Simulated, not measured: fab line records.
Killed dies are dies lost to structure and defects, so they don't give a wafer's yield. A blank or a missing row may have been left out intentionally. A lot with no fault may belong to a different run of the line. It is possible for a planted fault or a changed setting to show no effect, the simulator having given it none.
Matching of chambers    flow n5Finfet    N5_BEOL_M5_CMP_52 on cmp-02 has 4 sister chambers
The step polishes, stops on SiCOH lowk, t overpolish 6.9 s, target thk 62 nm. 18 wafers are shown with their chamber, then 9 later ones without.

## WAFERS, EACH WITH ITS CHAMBER
wafer   chamber  motorCurrentA (A)  timeToEndpointS (s)  clearingPlatenDownForcePsi (psi)
L832.2  1        6.1                61                   1.4999
L832.3  0        5.8                65                   1.5042
L832.4  3        5.8                59                   1.5013
L833.2  0        5.4                61                   1.5060
L833.3  3        5.9                62                   1.4976
L833.6  2        5.7                61                   1.5010
L835.1  3        6.0                58                   1.4976
L835.2  0        5.9                63                   1.4958
L835.4  1        5.9                59                   1.4984
L837.2  0        5.5                63                   1.5033
L837.4  2        5.8                60                   1.4999
L837.5  1        5.6                61                   1.4971
L842.3  0        5.7                60                   1.4961
L842.5  3        6.1                61                   1.4960
L842.6  2        5.6                60                   1.5030
L844.1  3        6.3                61                   1.4986
L844.3  1        5.9                60                   1.5016
L844.4  0        5.8                59                   1.4975

SIGNATURES (means of the wafers above)
reading                     chamber 0  chamber 1  chamber 2  chamber 3  scatter within a chamber
motorCurrentA               5.683      5.875      5.700      6.020      0.186
timeToEndpointS             61.83      60.25      60.33      60.20      1.67
clearingPlatenDownForcePsi  1.500483   1.499250   1.501300   1.498220   0.00309
Rule: for each reading, subtract the chamber's mean from the wafer's reading, divide by that reading's scatter and square the result; add these up over the readings and take the root, which gives the wafer's distance from the chamber. The wafer belongs to the nearest chamber; if the next one is less than 2 further off, it can't be placed. How the scatter is found: for the shown wafers, subtract from each reading the mean of its chamber, square and add these, divide the total by (wafers less chambers), then take the root.

## WAFERS MISSING THEIR CHAMBER
wafer   motorCurrentA (A)  timeToEndpointS (s)  clearingPlatenDownForcePsi (psi)
L851.1  5.8                63                   1.5008
L851.5  5.6                61                   1.5036
L851.6  6.3                64                   1.5069
L853.1  5.8                63                   1.5037
L853.3  5.9                65                   1.5033
L853.6  5.5                58                   1.4987
L854.1  6.0                63                   1.5012
L854.2  6.0                64                   1.4995
L854.4  5.8                58                   1.5027

## WHICH CHAMBER EACH WENT THROUGH
wafer   from the rows above                in truth
L851.1  can't be placed: 0 or 2 or 1 or 3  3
L851.5  can't be placed: 2 or 0 or 1 or 3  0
L851.6  can't be placed: 3 or 1 or 0 or 2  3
L853.1  can't be placed: 0 or 2 or 1 or 3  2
L853.3  can't be placed: 0 or 2 or 1 or 3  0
L853.6  can't be placed: 2 or 1 or 0 or 3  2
L854.1  can't be placed: 0 or 1 or 3 or 2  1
L854.2  can't be placed: 0 or 3 or 1 or 2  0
L854.4  can't be placed: 2 or 1 or 3 or 0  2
Correctly placed: 0 of 9. From these rows, 9 cannot be placed; in 9 the true chamber is one of the candidates. Wrongly placed: 0.
